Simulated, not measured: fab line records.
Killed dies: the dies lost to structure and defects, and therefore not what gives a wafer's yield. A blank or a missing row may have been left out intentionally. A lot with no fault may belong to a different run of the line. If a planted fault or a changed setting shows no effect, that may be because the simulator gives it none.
fab line records || flow nandHarc
record: {"lots": 6, "wafers": 18, "lastDay": 28}
route steps=1302 shown P_CONTACT@241 P_M0@253
lots that met no fault: from a run of the same line without faults
startH: hours from the record's opening day to when the first of the lot's shown wafers began || waitH: hours from the lot's prior step to this one || " as in the row above || L1.1+2: several wafers, shown together as one row || - no value, or no start was given || * or withheld: withheld || < > ~ a bound
route shown NAME@n: NAME is a module with steps in the file, n the number in the route of the first one || usual: mean/standard deviation taken from wafers without a fault || same: alike in all rows || chamber/n: place in a boat || sites: each site's reading || _std_site: the standard deviation of these || _edge_site: inner sites' mean taken away from outer sites' mean || radiusMm: for every site, how far away it sits from the centre of the wafer || mask NAME#n: copy n || behind: the tool/chamber that last shaped the wafer || hold: why the lot went on hold/how many hours it stayed there/how the hold came to an end || device: the transistor (n, p or np) that didn't switch || end of line: the route-end tests of the same wafers || where a step has no rows: the recipe by itself || killed: count of dies lost to structure and defects at first sort (not the wafer's yield) || map: dies across one wafer; x = killed, . = not, _ = none there
set.NAME: the setting the step ran with; set.NAME@STEP: the setting that earlier step ran with || model.NAME: the simulator's own value behind a step, which no gauge read
lots at some steps of the route; a table a step, a row a wafer
services: a tool's chamber out of use, with start hour (startH, from the record's first day; less than 0 if before it), hours out, and reason
== steps ==
step: NHARC_P_CONTACT_CD_MEAS_19
usual: {"cdNm": "89.1/1.7"}
{"lot.wafer": "L673.3", "tool": "cdSem-01", "chamber": "-", "startH": 133.83, "waitH": "-", "cdNm": 90.8}
{"lot.wafer": "L673.5", "tool": "cdSem-01", "chamber": "-", "startH": 133.83, "waitH": "-", "cdNm": 89.6}
{"lot.wafer": "L673.6", "tool": "cdSem-01", "chamber": "-", "startH": 133.83, "waitH": "-", "cdNm": 88.2}
{"lot.wafer": "L672.2", "tool": "cdSem-03", "chamber": "-", "startH": 134.71, "waitH": "-", "cdNm": 87.7}
{"lot.wafer": "L672.3", "tool": "cdSem-03", "chamber": "-", "startH": 134.71, "waitH": "-", "cdNm": 89.9}
{"lot.wafer": "L672.5", "tool": "cdSem-03", "chamber": "-", "startH": 134.71, "waitH": "-", "cdNm": 88.0}
{"lot.wafer": "L676.3", "tool": "cdSem-02", "chamber": "-", "startH": 176.39, "waitH": "-", "cdNm": 87.6}
{"lot.wafer": "L676.5", "tool": "cdSem-02", "chamber": "-", "startH": 176.39, "waitH": "-", "cdNm": 90.3}
{"lot.wafer": "L676.6", "tool": "cdSem-02", "chamber": "-", "startH": 176.39, "waitH": "-", "cdNm": 85.6}
{"lot.wafer": "L682.2", "tool": "cdSem-03", "chamber": "-", "startH": 228.16, "waitH": "-", "cdNm": 90.5}
{"lot.wafer": "L682.3", "tool": "cdSem-03", "chamber": "-", "startH": 228.16, "waitH": "-", "cdNm": 89.1}
{"lot.wafer": "L682.5", "tool": "cdSem-03", "chamber": "-", "startH": 228.16, "waitH": "-", "cdNm": 93.9}
{"lot.wafer": "L686.2", "tool": "cdSem-03", "chamber": "-", "startH": 269.47, "waitH": "-", "cdNm": 87.6}
{"lot.wafer": "L686.3", "tool": "cdSem-03", "chamber": "-", "startH": 269.47, "waitH": "-", "cdNm": 88.7}
{"lot.wafer": "L686.6", "tool": "cdSem-03", "chamber": "-", "startH": 269.47, "waitH": "-", "cdNm": 87.8}
{"lot.wafer": "L687.1", "tool": "cdSem-01", "chamber": "-", "startH": 280.91, "waitH": "-", "cdNm": 88.5}
{"lot.wafer": "L687.3", "tool": "cdSem-01", "chamber": "-", "startH": 280.91, "waitH": "-", "cdNm": 86.5}
{"lot.wafer": "L687.6", "tool": "cdSem-01", "chamber": "-", "startH": 280.91, "waitH": "-", "cdNm": 86.3}
step: NHARC_P_CONTACT_STRIP_28
recipe: {"o2FlowSccm": 500, "arFlowSccm": 0, "biasW": 0, "chemistry": "O2"}
usual: {"drypumpMotorCurrentA": "5.6/0.53", "oesProductAu": "0.998/0.011", "rfVppV": "57.9/0.8", "showerheadPlenumPTorr": "3.56/0.1", "throttleValvePct": "17.036/0.0097"}
{"lot.wafer": "L673.3", "tool": "rieDiel-05", "chamber": 1, "startH": 133.91, "waitH": 0.1, "drypumpMotorCurrentA": 5.9, "oesProductAu": 1.007, "rfHoursCounterH": 4.6, "rfVppV": 57.4, "showerheadPlenumPTorr": 3.63, "throttleValvePct": 17.045}
{"lot.wafer": "L673.5", "tool": "rieDiel-05", "chamber": 0, "startH": 133.91, "waitH": 0.1, "drypumpMotorCurrentA": 5.9, "oesProductAu": 1.010, "rfHoursCounterH": "-", "rfVppV": 56.5, "showerheadPlenumPTorr": 3.58, "throttleValvePct": 17.039}
{"lot.wafer": "L673.6", "tool": "rieDiel-05", "chamber": 1, "startH": 133.91, "waitH": 0.1, "drypumpMotorCurrentA": 5.9, "oesProductAu": 1.016, "rfHoursCounterH": "-", "rfVppV": 59.3, "showerheadPlenumPTorr": 3.63, "throttleValvePct": 17.041}
{"lot.wafer": "L672.3", "tool": "rieDiel-03", "chamber": 1, "startH": 134.81, "waitH": 0.1, "drypumpMotorCurrentA": 5.9, "oesProductAu": 0.996, "rfHoursCounterH": 0.4, "rfVppV": 57.3, "showerheadPlenumPTorr": 3.54, "throttleValvePct": 17.030}
{"lot.wafer": "L672.2", "tool": "rieDiel-03", "chamber": 2, "startH": 134.81, "waitH": 0.1, "drypumpMotorCurrentA": 5.0, "oesProductAu": 1.005, "rfHoursCounterH": 0.4, "rfVppV": 55.8, "showerheadPlenumPTorr": 3.52, "throttleValvePct": 17.041}
{"lot.wafer": "L672.5", "tool": "rieDiel-03", "chamber": 3, "startH": 134.81, "waitH": 0.1, "drypumpMotorCurrentA": 5.3, "oesProductAu": 1.002, "rfHoursCounterH": "-", "rfVppV": 58.8, "showerheadPlenumPTorr": 3.77, "throttleValvePct": 17.014}
{"lot.wafer": "L676.3", "tool": "rieDiel-05", "chamber": 2, "startH": 176.51, "waitH": 0.1, "drypumpMotorCurrentA": 5.1, "oesProductAu": 0.993, "rfHoursCounterH": 5.7, "rfVppV": 59.0, "showerheadPlenumPTorr": 3.68, "throttleValvePct": 17.046}
{"lot.wafer": "L676.5", "tool": "rieDiel-05", "chamber": 3, "startH": 176.51, "waitH": 0.1, "drypumpMotorCurrentA": 4.7, "oesProductAu": 1.004, "rfHoursCounterH": "-", "rfVppV": 58.0, "showerheadPlenumPTorr": 3.44, "throttleValvePct": 17.025}
{"lot.wafer": "L676.6", "tool": "rieDiel-05", "chamber": 0, "startH": 176.51, "waitH": 0.1, "drypumpMotorCurrentA": 5.9, "oesProductAu": 0.994, "rfHoursCounterH": "-", "rfVppV": 58.6, "showerheadPlenumPTorr": 3.58, "throttleValvePct": 17.019}
{"lot.wafer": "L682.2", "tool": "rieDiel-05", "chamber": 0, "startH": 228.24, "waitH": 0.1, "drypumpMotorCurrentA": 5.8, "oesProductAu": 1.004, "rfHoursCounterH": 9.5, "rfVppV": 58.1, "showerheadPlenumPTorr": 3.58, "throttleValvePct": 17.040}
{"lot.wafer": "L682.3", "tool": "rieDiel-05", "chamber": 2, "startH": 228.24, "waitH": 0.1, "drypumpMotorCurrentA": 5.1, "oesProductAu": 1.003, "rfHoursCounterH": 9.4, "rfVppV": 59.5, "showerheadPlenumPTorr": 3.68, "throttleValvePct": 17.022}
{"lot.wafer": "L682.5", "tool": "rieDiel-05", "chamber": 2, "startH": 228.24, "waitH": 0.1, "drypumpMotorCurrentA": 5.1, "oesProductAu": 0.996, "rfHoursCounterH": "-", "rfVppV": 57.3, "showerheadPlenumPTorr": 3.68, "throttleValvePct": 17.035}
{"lot.wafer": "L686.2", "tool": "rieDiel-03", "chamber": 1, "startH": 269.55, "waitH": 0.1, "drypumpMotorCurrentA": 6.0, "oesProductAu": 0.999, "rfHoursCounterH": 3.2, "rfVppV": 58.6, "showerheadPlenumPTorr": 3.54, "throttleValvePct": 17.047}
{"lot.wafer": "L686.3", "tool": "rieDiel-03", "chamber": 3, "startH": 269.55, "waitH": 0.1, "drypumpMotorCurrentA": 5.3, "oesProductAu": 0.996, "rfHoursCounterH": 3.1, "rfVppV": 58.2, "showerheadPlenumPTorr": 3.77, "throttleValvePct": 17.042}
{"lot.wafer": "L686.6", "tool": "rieDiel-03", "chamber": 0, "startH": 269.55, "waitH": 0.1, "drypumpMotorCurrentA": 6.3, "oesProductAu": 0.979, "rfHoursCounterH": "-", "rfVppV": 58.1, "showerheadPlenumPTorr": 3.48, "throttleValvePct": 17.052}
{"lot.wafer": "L687.1", "tool": "rieDiel-08", "chamber": 1, "startH": 281.00, "waitH": 0.1, "drypumpMotorCurrentA": 5.6, "oesProductAu": 0.998, "rfHoursCounterH": 1.0, "rfVppV": 57.5, "showerheadPlenumPTorr": 3.50, "throttleValvePct": 17.023}
{"lot.wafer": "L687.3", "tool": "rieDiel-08", "chamber": 2, "startH": 281.00, "waitH": 0.1, "drypumpMotorCurrentA": 5.9, "oesProductAu": 1.003, "rfHoursCounterH": 1.1, "rfVppV": 56.7, "showerheadPlenumPTorr": 3.31, "throttleValvePct": 17.033}
{"lot.wafer": "L687.6", "tool": "rieDiel-08", "chamber": 2, "startH": 281.00, "waitH": 0.1, "drypumpMotorCurrentA": 5.9, "oesProductAu": 1.007, "rfHoursCounterH": "-", "rfVppV": 58.1, "showerheadPlenumPTorr": 3.31, "throttleValvePct": 17.027}
step: NHARC_P_CONTACT_STRIP_29
recipe: {"timeS": 1200, "tempC": 72.5, "chemistry": "postEtchResidueRemover"}
step: NHARC_P_CONTACT_DEGAS_38
recipe: {"tempC": 300, "timeS": 60}
usual: {"heaterPowerW": "443/52"}
{"lot.wafer": "L673.3", "tool": "pvdSputter-03", "chamber": "-", "startH": 134.56, "waitH": "-", "heaterPowerW": 443}
{"lot.wafer": "L673.5", "tool": "pvdSputter-03", "chamber": "-", "startH": 134.56, "waitH": "-", "heaterPowerW": 456}
{"lot.wafer": "L673.6", "tool": "pvdSputter-03", "chamber": "-", "startH": 134.56, "waitH": "-", "heaterPowerW": 420}
{"lot.wafer": "L672.3", "tool": "pvdSputter-02", "chamber": "-", "startH": 135.42, "waitH": "-", "heaterPowerW": 419}
{"lot.wafer": "L672.2", "tool": "pvdSputter-02", "chamber": "-", "startH": 135.42, "waitH": "-", "heaterPowerW": 485}
{"lot.wafer": "L672.5", "tool": "pvdSputter-02", "chamber": "-", "startH": 135.42, "waitH": "-", "heaterPowerW": 421}
{"lot.wafer": "L676.3", "tool": "pvdSputter-01", "chamber": "-", "startH": 177.10, "waitH": "-", "heaterPowerW": 557}
{"lot.wafer": "L676.5", "tool": "pvdSputter-01", "chamber": "-", "startH": 177.10, "waitH": "-", "heaterPowerW": 542}
{"lot.wafer": "L676.6", "tool": "pvdSputter-01", "chamber": "-", "startH": 177.10, "waitH": "-", "heaterPowerW": 495}
{"lot.wafer": "L682.3", "tool": "pvdSputter-02", "chamber": "-", "startH": 228.91, "waitH": "-", "heaterPowerW": 503}
{"lot.wafer": "L682.2", "tool": "pvdSputter-02", "chamber": "-", "startH": 228.91, "waitH": "-", "heaterPowerW": 414}
{"lot.wafer": "L682.5", "tool": "pvdSputter-02", "chamber": "-", "startH": 228.91, "waitH": "-", "heaterPowerW": 420}
{"lot.wafer": "L686.3", "tool": "pvdSputter-03", "chamber": "-", "startH": 270.17, "waitH": "-", "heaterPowerW": 446}
{"lot.wafer": "L686.2", "tool": "pvdSputter-03", "chamber": "-", "startH": 270.17, "waitH": "-", "heaterPowerW": 338}
{"lot.wafer": "L686.6", "tool": "pvdSputter-03", "chamber": "-", "startH": 270.17, "waitH": "-", "heaterPowerW": 441}
{"lot.wafer": "L687.1", "tool": "pvdSputter-03", "chamber": "-", "startH": 281.66, "waitH": "-", "heaterPowerW": 444}
{"lot.wafer": "L687.3", "tool": "pvdSputter-03", "chamber": "-", "startH": 281.66, "waitH": "-", "heaterPowerW": 335}
{"lot.wafer": "L687.6", "tool": "pvdSputter-03", "chamber": "-", "startH": 281.66, "waitH": "-", "heaterPowerW": 442}
step: NHARC_P_CONTACT_PRE_CLEAN_39
recipe: {"timeS": 19.5, "biasV": 250, "gas": "Ar"}
step: NHARC_P_CONTACT_PVD_32
recipe: {"targetThkA": 50, "chamberPressurePa": 5, "powerW": 5000, "substrateTempC": 200, "timeS": 17.7, "material": "Ti"}
usual: {"substrateTempC": "199.99/0.15", "throttleValvePct": "29.9/1"}
{"lot.wafer": "L673.3", "tool": "pvdSputter-03", "chamber": "-", "startH": "-", "waitH": "-", "substrateTempC": 199.96, "throttleValvePct": 30.9}
{"lot.wafer": "L673.6", "tool": "pvdSputter-03", "chamber": "-", "startH": "-", "waitH": "-", "substrateTempC": 199.97, "throttleValvePct": 30.9}
{"lot.wafer": "L673.5", "tool": "pvdSputter-03", "chamber": "-", "startH": "-", "waitH": "-", "substrateTempC": 200.22, "throttleValvePct": 29.9}
{"lot.wafer": "L672.2", "tool": "pvdSputter-02", "chamber": "-", "startH": "-", "waitH": "-", "substrateTempC": 200.18, "throttleValvePct": 28.5}
{"lot.wafer": "L672.3", "tool": "pvdSputter-02", "chamber": "-", "startH": "-", "waitH": "-", "substrateTempC": 200.04, "throttleValvePct": 31.2}
{"lot.wafer": "L672.5", "tool": "pvdSputter-02", "chamber": "-", "startH": "-", "waitH": "-", "substrateTempC": 199.74, "throttleValvePct": 29.6}
{"lot.wafer": "L676.3", "tool": "pvdSputter-01", "chamber": "-", "startH": "-", "waitH": "-", "substrateTempC": 200.09, "throttleValvePct": 29.4}
{"lot.wafer": "L676.6", "tool": "pvdSputter-01", "chamber": "-", "startH": "-", "waitH": "-", "substrateTempC": 199.92, "throttleValvePct": 29.5}
{"lot.wafer": "L676.5", "tool": "pvdSputter-01", "chamber": "-", "startH": "-", "waitH": "-", "substrateTempC": 199.88, "throttleValvePct": 30.5}
{"lot.wafer": "L682.2", "tool": "pvdSputter-02", "chamber": "-", "startH": "-", "waitH": "-", "substrateTempC": 200.12, "throttleValvePct": 31.1}
{"lot.wafer": "L682.3", "tool": "pvdSputter-02", "chamber": "-", "startH": "-", "waitH": "-", "substrateTempC": 199.77, "throttleValvePct": 29.6}
{"lot.wafer": "L682.5", "tool": "pvdSputter-02", "chamber": "-", "startH": "-", "waitH": "-", "substrateTempC": 200.27, "throttleValvePct": 31.2}
{"lot.wafer": "L686.2", "tool": "pvdSputter-03", "chamber": "-", "startH": "-", "waitH": "-", "substrateTempC": 199.97, "throttleValvePct": 29.9}
{"lot.wafer": "L686.3", "tool": "pvdSputter-03", "chamber": "-", "startH": "-", "waitH": "-", "substrateTempC": 200.09, "throttleValvePct": 31.2}
{"lot.wafer": "L686.6", "tool": "pvdSputter-03", "chamber": "-", "startH": "-", "waitH": "-", "substrateTempC": 199.99, "throttleValvePct": 30.2}
{"lot.wafer": "L687.3", "tool": "pvdSputter-03", "chamber": "-", "startH": "-", "waitH": "-", "substrateTempC": 199.77, "throttleValvePct": 30.3}
{"lot.wafer": "L687.1", "tool": "pvdSputter-03", "chamber": "-", "startH": "-", "waitH": "-", "substrateTempC": 200.08, "throttleValvePct": 30.0}
{"lot.wafer": "L687.6", "tool": "pvdSputter-03", "chamber": "-", "startH": "-", "waitH": "-", "substrateTempC": 199.87, "throttleValvePct": 29.9}
step: NHARC_P_CONTACT_ALD_22
recipe: {"targetThkA": 30, "pulseTimeS": 1, "aldCycles": 150, "tempC": 450, "material": "TiN"}
step: NHARC_P_CONTACT_CVD_23
recipe: {"targetThkA": 2000, "tempC": 300, "pressureTorr": 40, "wf6FlowSccm": 40, "h2FlowSccm": 1600, "arFlowSccm": 1560, "timeS": 557, "material": "W"}
usual: {"heaterPowerOuterW": "258/28", "heaterPowerW": "455/32", "throttleValvePct": "7.88/0.28"}
{"lot.wafer": "L673.3", "tool": "cvdW-02", "chamber": 1, "startH": "-", "waitH": "-", "heaterPowerOuterW": 267, "heaterPowerW": 474, "throttleValvePct": 7.82}
{"lot.wafer": "L673.6", "tool": "cvdW-02", "chamber": 1, "startH": "-", "waitH": "-", "heaterPowerOuterW": 268, "heaterPowerW": 467, "throttleValvePct": 7.48}
{"lot.wafer": "L673.5", "tool": "cvdW-02", "chamber": 0, "startH": "-", "waitH": "-", "heaterPowerOuterW": 293, "heaterPowerW": 479, "throttleValvePct": 8.29}
{"lot.wafer": "L672.2", "tool": "cvdW-01", "chamber": 0, "startH": "-", "waitH": "-", "heaterPowerOuterW": 227, "heaterPowerW": 410, "throttleValvePct": 7.84}
{"lot.wafer": "L672.3", "tool": "cvdW-01", "chamber": 1, "startH": "-", "waitH": "-", "heaterPowerOuterW": 236, "heaterPowerW": 431, "throttleValvePct": 7.63}
{"lot.wafer": "L672.5", "tool": "cvdW-01", "chamber": 1, "startH": "-", "waitH": "-", "heaterPowerOuterW": 235, "heaterPowerW": 440, "throttleValvePct": 7.77}
{"lot.wafer": "L676.3", "tool": "cvdW-01", "chamber": 0, "startH": "-", "waitH": "-", "heaterPowerOuterW": 236, "heaterPowerW": 410, "throttleValvePct": 7.49}
{"lot.wafer": "L676.5", "tool": "cvdW-01", "chamber": 1, "startH": "-", "waitH": "-", "heaterPowerOuterW": 236, "heaterPowerW": 436, "throttleValvePct": 7.58}
{"lot.wafer": "L676.6", "tool": "cvdW-01", "chamber": 0, "startH": "-", "waitH": "-", "heaterPowerOuterW": 232, "heaterPowerW": 408, "throttleValvePct": 7.87}
{"lot.wafer": "L682.2", "tool": "cvdW-01", "chamber": 1, "startH": "-", "waitH": "-", "heaterPowerOuterW": 242, "heaterPowerW": 433, "throttleValvePct": 7.59}
{"lot.wafer": "L682.3", "tool": "cvdW-01", "chamber": 1, "startH": "-", "waitH": "-", "heaterPowerOuterW": 239, "heaterPowerW": 445, "throttleValvePct": 7.51}
{"lot.wafer": "L682.5", "tool": "cvdW-01", "chamber": 0, "startH": "-", "waitH": "-", "heaterPowerOuterW": 220, "heaterPowerW": 402, "throttleValvePct": 7.23}
{"lot.wafer": "L686.2", "tool": "cvdW-01", "chamber": 0, "startH": "-", "waitH": "-", "heaterPowerOuterW": 227, "heaterPowerW": 404, "throttleValvePct": 7.66}
{"lot.wafer": "L686.3", "tool": "cvdW-01", "chamber": 0, "startH": "-", "waitH": "-", "heaterPowerOuterW": 218, "heaterPowerW": 398, "throttleValvePct": 7.48}
{"lot.wafer": "L686.6", "tool": "cvdW-01", "chamber": 1, "startH": "-", "waitH": "-", "heaterPowerOuterW": 234, "heaterPowerW": 449, "throttleValvePct": 7.68}
{"lot.wafer": "L687.1", "tool": "cvdW-02", "chamber": 1, "startH": "-", "waitH": "-", "heaterPowerOuterW": 255, "heaterPowerW": 464, "throttleValvePct": 7.73}
{"lot.wafer": "L687.3", "tool": "cvdW-02", "chamber": 0, "startH": "-", "waitH": "-", "heaterPowerOuterW": 313, "heaterPowerW": 490, "throttleValvePct": 7.95}
{"lot.wafer": "L687.6", "tool": "cvdW-02", "chamber": 0, "startH": "-", "waitH": "-", "heaterPowerOuterW": 307, "heaterPowerW": 513, "throttleValvePct": 8.08}
step: NHARC_P_CONTACT_CMP_24
recipe: {"tOverpolishS": 30, "targetThkNm": 200}
usual: {"motorCurrentA": "12.2/1.5", "overpolishRunS": "29.999/0.0092", "timeToEndpointS": "42/3.3"}
{"lot.wafer": "L673.3", "tool": "cmp-04", "chamber": 2, "startH": 135.64, "waitH": 0.4, "motorCurrentA": 11.6, "overpolishRunS": 30.008, "timeToEndpointS": 43}
{"lot.wafer": "L673.5", "tool": "cmp-04", "chamber": 2, "startH": 135.64, "waitH": 0.4, "motorCurrentA": 11.3, "overpolishRunS": 29.998, "timeToEndpointS": 45}
{"lot.wafer": "L673.6", "tool": "cmp-04", "chamber": 3, "startH": 135.64, "waitH": 0.4, "motorCurrentA": 13.1, "overpolishRunS": 29.989, "timeToEndpointS": 48}
{"lot.wafer": "L672.3", "tool": "cmp-04", "chamber": 1, "startH": 136.53, "waitH": 0.3, "motorCurrentA": 11.6, "overpolishRunS": 30.009, "timeToEndpointS": 39}
{"lot.wafer": "L672.2", "tool": "cmp-04", "chamber": 2, "startH": 136.53, "waitH": 0.3, "motorCurrentA": 12.2, "overpolishRunS": 30.010, "timeToEndpointS": 41}
{"lot.wafer": "L672.5", "tool": "cmp-04", "chamber": 1, "startH": 136.53, "waitH": 0.3, "motorCurrentA": 11.9, "overpolishRunS": 30.000, "timeToEndpointS": 39}
{"lot.wafer": "L676.3", "tool": "cmp-03", "chamber": 3, "startH": 178.24, "waitH": 0.3, "motorCurrentA": 11.1, "overpolishRunS": 29.984, "timeToEndpointS": 41}
{"lot.wafer": "L676.5", "tool": "cmp-03", "chamber": 1, "startH": 178.24, "waitH": 0.3, "motorCurrentA": 14.5, "overpolishRunS": 30.010, "timeToEndpointS": 40}
{"lot.wafer": "L676.6", "tool": "cmp-03", "chamber": 2, "startH": 178.24, "waitH": 0.3, "motorCurrentA": 13.9, "overpolishRunS": 29.984, "timeToEndpointS": 41}
{"lot.wafer": "L682.3", "tool": "cmp-04", "chamber": 3, "startH": 230.06, "waitH": 0.4, "motorCurrentA": 13.1, "overpolishRunS": 29.998, "timeToEndpointS": 36}
{"lot.wafer": "L682.2", "tool": "cmp-04", "chamber": 0, "startH": 230.06, "waitH": 0.4, "motorCurrentA": 11.3, "overpolishRunS": 30.011, "timeToEndpointS": 38}
{"lot.wafer": "L682.5", "tool": "cmp-04", "chamber": 1, "startH": 230.06, "waitH": 0.4, "motorCurrentA": 12.0, "overpolishRunS": 29.999, "timeToEndpointS": 38}
{"lot.wafer": "L686.3", "tool": "cmp-03", "chamber": 2, "startH": 271.84, "waitH": 0.3, "motorCurrentA": 13.6, "overpolishRunS": 30.000, "timeToEndpointS": 45}
{"lot.wafer": "L686.2", "tool": "cmp-03", "chamber": 3, "startH": 271.84, "waitH": 0.3, "motorCurrentA": 10.6, "overpolishRunS": 30.002, "timeToEndpointS": 44}
{"lot.wafer": "L686.6", "tool": "cmp-03", "chamber": 0, "startH": 271.84, "waitH": 0.3, "motorCurrentA": 12.9, "overpolishRunS": 29.987, "timeToEndpointS": 45}
{"lot.wafer": "L687.1", "tool": "cmp-04", "chamber": 2, "startH": 282.76, "waitH": 0.5, "motorCurrentA": 11.1, "overpolishRunS": 29.975, "timeToEndpointS": 43}
{"lot.wafer": "L687.3", "tool": "cmp-04", "chamber": 0, "startH": 282.76, "waitH": 0.5, "motorCurrentA": 11.5, "overpolishRunS": 29.992, "timeToEndpointS": 44}
{"lot.wafer": "L687.6", "tool": "cmp-04", "chamber": 1, "startH": 282.76, "waitH": 0.5, "motorCurrentA": 11.9, "overpolishRunS": 29.984, "timeToEndpointS": 46}
step: NHARC_P_CONTACT_SRD_26
step: NHARC_P_CONTACT_INSPECT_27
usual: {"rawDefectCount": "297/110"}
{"lot.wafer": "L673.3", "tool": "defectInspect-02", "chamber": "-", "startH": 136.04, "waitH": 0.1, "rawDefectCount": 187}
{"lot.wafer": "L673.5", "tool": "defectInspect-02", "chamber": "-", "startH": 136.04, "waitH": 0.1, "rawDefectCount": 164}
{"lot.wafer": "L673.6", "tool": "defectInspect-02", "chamber": "-", "startH": 136.04, "waitH": 0.1, "rawDefectCount": 490}
{"lot.wafer": "L672.2", "tool": "defectInspect-02", "chamber": "-", "startH": 136.91, "waitH": 0.1, "rawDefectCount": 169}
{"lot.wafer": "L672.3", "tool": "defectInspect-02", "chamber": "-", "startH": 136.91, "waitH": 0.1, "rawDefectCount": 159}
{"lot.wafer": "L672.5", "tool": "defectInspect-02", "chamber": "-", "startH": 136.91, "waitH": 0.1, "rawDefectCount": 181}
{"lot.wafer": "L676.3", "tool": "defectInspect-01", "chamber": "-", "startH": 178.60, "waitH": 0.1, "rawDefectCount": 227}
{"lot.wafer": "L676.5", "tool": "defectInspect-01", "chamber": "-", "startH": 178.60, "waitH": 0.1, "rawDefectCount": 269}
{"lot.wafer": "L676.6", "tool": "defectInspect-01", "chamber": "-", "startH": 178.60, "waitH": 0.1, "rawDefectCount": 374}
{"lot.wafer": "L682.2", "tool": "defectInspect-01", "chamber": "-", "startH": 230.42, "waitH": 0.1, "rawDefectCount": 599}
{"lot.wafer": "L682.3", "tool": "defectInspect-01", "chamber": "-", "startH": 230.42, "waitH": 0.1, "rawDefectCount": 246}
{"lot.wafer": "L682.5", "tool": "defectInspect-01", "chamber": "-", "startH": 230.42, "waitH": 0.1, "rawDefectCount": 372}
{"lot.wafer": "L686.2", "tool": "defectInspect-01", "chamber": "-", "startH": 272.19, "waitH": 0.1, "rawDefectCount": 310}
{"lot.wafer": "L686.3", "tool": "defectInspect-01", "chamber": "-", "startH": 272.19, "waitH": 0.1, "rawDefectCount": 173}
{"lot.wafer": "L686.6", "tool": "defectInspect-01", "chamber": "-", "startH": 272.19, "waitH": 0.1, "rawDefectCount": 279}
{"lot.wafer": "L687.1", "tool": "defectInspect-01", "chamber": "-", "startH": 283.14, "waitH": 0.1, "rawDefectCount": 371}
{"lot.wafer": "L687.3", "tool": "defectInspect-01", "chamber": "-", "startH": 283.14, "waitH": 0.1, "rawDefectCount": 340}
{"lot.wafer": "L687.6", "tool": "defectInspect-01", "chamber": "-", "startH": 283.14, "waitH": 0.1, "rawDefectCount": 343}
step: NHARC_P_M0_DEP_00
recipe: {"targetThkA": 1500, "targetThkNm": 150, "tempC": "withheld", "pressureTorr": 5, "flowSccm": 200, "rfW": 600, "material": "SiOC"}
{"lot.wafer": "L673.3+5+6", "tool": "pecvd-04", "chamber": "0,1,0", "startH": 136.20, "waitH": 0.2}
{"lot.wafer": "L672.3+2+5", "tool": "pecvd-03", "chamber": "0,1,2", "startH": 137.02, "waitH": 0.1}
{"lot.wafer": "L676.3+5+6", "tool": "pecvd-03", "chamber": "2,1,0", "startH": 178.71, "waitH": 0.1}
{"lot.wafer": "L682.2+3+5", "tool": "pecvd-04", "chamber": "1,2,2", "startH": 230.53, "waitH": 0.1}
{"lot.wafer": "L686.2+3+6", "tool": "pecvd-03", "chamber": "0,2,0", "startH": 272.26, "waitH": 0.1}
{"lot.wafer": "L686.2+3+6", "tool": "pecvd-03", "chamber": "0,2,0", "startH": 272.76, "waitH": "-"}
{"lot.wafer": "L687.3+1+6", "tool": "pecvd-03", "chamber": "2,1,2", "startH": 283.21, "waitH": 0.1}
{"lot.wafer": "L687.3+1+6", "tool": "pecvd-03", "chamber": "2,1,2", "startH": 284.12, "waitH": "-"}
step: NHARC_P_M0_DEHYDRATE_01
recipe: {"tempC": 150, "timeS": 120}
== services ==
{"tool": "cmp-04", "chamber": "-", "startH": 111.00, "hours": 4.0, "kind": "pm"}
{"tool": "pecvd-03", "chamber": "-", "startH": 127.20, "hours": 0.9, "kind": "repair"}
{"tool": "cvdW-01", "chamber": 1, "startH": 144.45, "hours": 4.0, "kind": "repair"}
{"tool": "rieDiel-03", "chamber": 2, "startH": 153.10, "hours": 2.9, "kind": "repair"}
{"tool": "cmp-03", "chamber": "-", "startH": 162.06, "hours": 4.0, "kind": "pm"}
{"tool": "pecvd-04", "chamber": 2, "startH": 164.17, "hours": 3.9, "kind": "repair"}
{"tool": "pvdSputter-03", "chamber": "-", "startH": 170.00, "hours": 10.0, "kind": "pm"}
{"tool": "cvdW-01", "chamber": "-", "startH": 185.00, "hours": 13.0, "kind": "pm"}
{"tool": "pecvd-03", "chamber": "-", "startH": 185.19, "hours": 13.0, "kind": "pm"}
{"tool": "rieDiel-05", "chamber": 1, "startH": 193.36, "hours": 6.4, "kind": "repair"}
{"tool": "cmp-03", "chamber": "-", "startH": 194.07, "hours": 0.6, "kind": "repair"}
{"tool": "pvdSputter-01", "chamber": "-", "startH": 201.51, "hours": 0.7, "kind": "repair"}
{"tool": "cmp-04", "chamber": "-", "startH": 209.00, "hours": 4.0, "kind": "pm"}
{"tool": "rieDiel-05", "chamber": 1, "startH": 210.38, "hours": 19.4, "kind": "repair"}
{"tool": "rieDiel-03", "chamber": 3, "startH": 222.31, "hours": 17.1, "kind": "repair"}
{"tool": "cmp-04", "chamber": "-", "startH": 223.14, "hours": 2.6, "kind": "repair"}
{"tool": "pvdSputter-01", "chamber": "-", "startH": 226.00, "hours": 10.0, "kind": "pm"}
{"tool": "cmp-04", "chamber": "-", "startH": 227.62, "hours": 0.7, "kind": "repair"}
{"tool": "rieDiel-05", "chamber": "-", "startH": 232.31, "hours": 9.0, "kind": "pm"}
{"tool": "cmp-04", "chamber": "-", "startH": 244.56, "hours": 3.0, "kind": "repair"}
{"tool": "pecvd-03", "chamber": 0, "startH": 251.28, "hours": 17.0, "kind": "repair"}
{"tool": "pecvd-03", "chamber": "-", "startH": 274.79, "hours": 1.3, "kind": "repair"}
{"tool": "cmp-04", "chamber": "-", "startH": 280.99, "hours": 0.7, "kind": "repair"}
{"tool": "pvdSputter-02", "chamber": "-", "startH": 282.03, "hours": 10.0, "kind": "pm"}
== key ==
firstSign: {"step": "NHARC_P_M0_DEP_00", "reading": "visit", "direction": "added"}
effect none on later readings
metAt NHARC_P_M0_DEP_00
struckWafers L686.2,L686.3,L686.6,L687.1,L687.3,L687.6
laterRowsLeftOut L686.2,L686.3,L686.6,L687.1,L687.3,L687.6
sortLeftOut L686.2,L686.3,L686.6,L687.1,L687.3,L687.6
fault: {"kind": "repeatedStepWhole", "tool": "pecvd-01,pecvd-03,pecvd-04", "chamber": "-", "onsetH": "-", "steps": "NHARC_P_M0_DEP_00", "times": 1, "scope": "struckLotsOnly"}
sortLeftOut: the simulated sort isn't trusted on such a fault, so these wafers' sort isn't shown, and their yield isn't known
laterRowsLeftOut: the simulator's readings of these wafers behind a module that went badly wrong aren't trusted and aren't shown, but for the sort
